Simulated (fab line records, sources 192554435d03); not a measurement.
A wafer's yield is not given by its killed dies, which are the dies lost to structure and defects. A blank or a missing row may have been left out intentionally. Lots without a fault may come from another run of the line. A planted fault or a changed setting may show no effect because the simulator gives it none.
Comparing a struck lot with a sound one + flow n5_finfet + 41 steps out of a route of 1938
Sound: these wafers, L425.2, L425.3, L425.5. Struck: wafer L426.2 (left out: L426.5, a lot-mate that was not struck); the cause follows at the end.
Each step with rows lists, per side, the tool, then ch with its chambers, then its first start. Under that, the readings that differ: sound wafers + struck wafers + difference of the means + sigmas: that difference in standard deviations of wafers without a fault.
alike: readings with means less than 2 such deviations apart, plus words and numbers identical on both sides. not compared: withheld readings, readings lacking a value on some wafer, bounds such as >300 that could conceal the same value, and numbers that have no deviation in the record and whose values overlap.
A row with sigmas, a row that says differs or no value, or rows on one side alone: a step with any of these is where the two part. When numbers do not overlap yet have no deviation, they are printed without sigmas and do not part them. A reading that every wafer of one side lacks parts them only if that side has two wafers or more.

first, 12 steps without rows for these wafers: N5_HKMG_FIN_STRIP_33 (strips in N2/H2); N5_HKMG_FIN_STRIP_34 (strips in CF4); N5_HKMG_FIN_ETCH_35 (etches SOC in N2/H2, target depth 215.8 nm, time 243.4 s); N5_HKMG_FIN_STRIP_92 (strips SOC in N2/H2, time 20 s); N5_HKMG_FIN_WET_ETCH_18 (etches TiN in SC1, time 55 s, target depth 5.2 nm, rinse time 30 s); N5_HKMG_FIN_STRIP_19 (strips in N2/H2, time 360 s); N5_HKMG_FIN_ALD_91 (deposits TiN, target thk 1 nm, pulse time 1 s, purge time 3 s); N5_HKMG_FIN_COAT_85 (time 60 s, resist thk 300 nm); N5_HKMG_FIN_ETCH_86 (etches SOC in N2/H2, stops on TiN, target depth 393.2 nm); N5_HKMG_FIN_STRIP_89 (strips SOC in N2/H2, time 20 s); N5_HKMG_FIN_WET_ETCH_87 (etches TiN in SC1, time 154.2 s, target depth 4.7 nm, rinse time 30 s); N5_HKMG_FIN_STRIP_88 (strips in N2/H2, time 360 s).
N5_HKMG_FIN_NWFM_ALD_20: deposits TiAlC, target thk 2 nm, pulse time 3 s, purge time 2 s.
  sound on ald_metal-03 ch 1,2, day 5 21:24; struck on ald_metal-03 ch 0, day 6 08:02
| reading                                         | sound | struck | difference | sigmas |
|-------------------------------------------------|-------|--------|------------|--------|
| ald_cycles                                      | 7 7 7 | 5      | -2         |        |
| model.TiAlC_of_HKMG_FIN_NWFM_ALD_20.thk_nm (nm) | 2 2 2 | 1.4    | -0.6       |        |
  alike: heater_power_w, precursor_pulse_height_rel
then, 26 steps without rows for these wafers: N5_HKMG_FIN_ALD_71 (deposits TiN, target thk 1 nm, pulse time 1 s, purge time 3 s); N5_HKMG_FIN_COAT_66 (time 60 s, resist thk 300 nm); N5_HKMG_FIN_ETCH_67 (etches SOC in N2/H2, stops on TiN, target depth 388.9 nm); N5_HKMG_FIN_STRIP_90 (strips SOC in N2/H2, time 20 s); N5_HKMG_FIN_WET_ETCH_73 (etches the open film in SC1, time 42.3 s, target depth 1.3 nm, rinse time 30 s); N5_HKMG_FIN_ETCHBACK_68 (etches the open film in Cl2/Ar, stops on HfO2, target depth 0.5 nm); N5_HKMG_FIN_STRIP_69 (strips in N2/H2, time 360 s); N5_HKMG_FIN_ALD_21 (deposits TiN, target thk 1.5 nm, pulse time 1 s, purge time 3 s); N5_HKMG_FIN_ALD_72 (deposits W, target thk 2 nm, pulse time 1 s, purge time 2 s); N5_HKMG_FIN_W_FILL_22 (material W, target thk 60 nm, time 18.2 s); N5_HKMG_FIN_PRECLEAN_83 (cleans in DIW, time 57.5 s); N5_HKMG_FIN_SRD_84 (dry time 32 s); N5_HKMG_FIN_CMP_23 (polishes, stops on SiNx, t overpolish 10 s, target thk 46.326 nm); N5_HKMG_FIN_CMP_94 (polishes, stops on SiNx, t overpolish 4.7 s, target thk 43.299 nm); N5_GATE_CUT_ETCHBACK_00 (etches W in SF6/Cl2); N5_GATE_CUT_ETCH_56 (etches TiN in Cl2/Ar, target depth 21.6 nm); N5_GATE_CUT_ETCHBACK_30 (etches TiN in Cl2/Ar, target depth 3 nm); N5_GATE_CUT_VAPOR_ETCH_60 (etches HfO2 in BCl3/Cl2); N5_GATE_CUT_ETCH_58 (etches SiNx in CH3F/O2, target depth 17 nm, time 128.6 s); N5_GATE_CUT_STRIP_59 (strips in N2/H2, time 20 s); N5_GATE_CUT_PRECLEAN_31 (cleans in DIW, time 300 s); N5_GATE_CUT_SRD_32 (time 30 s); N5_GATE_CUT_SAC_CAP_01 (material SiNx, target thk 24 nm, pulse time 1 s, ald cycles 480); N5_GATE_CUT_PECVD_57 (deposits SiNx from SiH4/NH3/N2, target thk 21 nm); N5_GATE_CUT_CMP_02 (polishes, stops on SiO2, t overpolish 12.7 s, target thk 0 nm); N5_GATE_CUT_HM_DEP_46 (deposits SiO2 from TEOS/O2, target thk 130 nm, time 26.6 s).
-- the record jumps here: 5 days lie between the struck wafers' starts before and after (it left off in module GATE_CUT and takes up again in module BEOL_M4, whose first step shown is number 1111 of the route) --
N5_BEOL_M4_RC_MEAS_101:
  sound on prober-02 ch 0, day 10 19:51; struck on prober-01 ch 0, day 11 00:51
| reading             | sound                      | struck   | difference | sigmas |
|---------------------|----------------------------|----------|------------|--------|
| IOFF_N (nA/um)      | 0.19 0.13 0.23             | 0.03     | -0.15      | -4     |
| IOFF_N_85C (nA/um)  | 3.8 2.6 4.2                | 0.7      | -2.8       | -5     |
| IOFF_N_LIN (nA/um)  | 0.088 0.065 0.102          | 0.012    | -0.073     | -6     |
| IOFF_N_LONG (nA/um) | 5.64e-05 5.78e-05 5.76e-05 | 2.44e-05 | -3.29e-05  | -18    |
| IOFF_P_LIN (nA/um)  | 0.121 0.090 0.133          | 0.145    | +0.030     | +2     |
| IOFF_P_LONG (nA/um) | 0.000109 0.000108 0.000115 | 0.000139 | +0.000028  | +4     |
| ION_N (uA/um)       | 677 679 692                | 568      | -115       | -9     |
| VT_N (mV)           | 246 249 241                | 298      | +53        | +15    |
| VT_N_LONG (mV)      | 270.4 273.2 270.7          | 323.3    | +51.9      | +27    |
| VT_N_LVT (mV)       | 96 99 93                   | 145      | +49        | +14    |
| VT_P (mV)           | -249 -250 -245             | -239     | +9         | +3     |
| VT_P_LONG (mV)      | -276.5 -273.1 -270.0       | -263.7   | +9.5       | +4     |
| VT_P_LVT (mV)       | -96.1 -101.5 -93.9         | -87.3    | +9.9       | +4     |
  alike: DIBL_N, DIBL_P, IOFF_P, IOFF_P_85C, ION_P, SS_N, SS_P
-- a jump in the record: the struck wafers' starts before and after are 4 days apart (it breaks off in module BEOL_M4 and resumes in module PASSIVATION, where the first step shown is number 1936 of the route) --
N5_PASSIVATION_PROBE_49:
  rows exist in the record for the struck wafers here (prober-02, day 15 11:11), but not for the sound ones

== WHERE THEY PART ==
At N5_BEOL_M4_RC_MEAS_101 first; at N5_PASSIVATION_PROBE_49 last (within this record only).

WHY: the cause the simulator had injected
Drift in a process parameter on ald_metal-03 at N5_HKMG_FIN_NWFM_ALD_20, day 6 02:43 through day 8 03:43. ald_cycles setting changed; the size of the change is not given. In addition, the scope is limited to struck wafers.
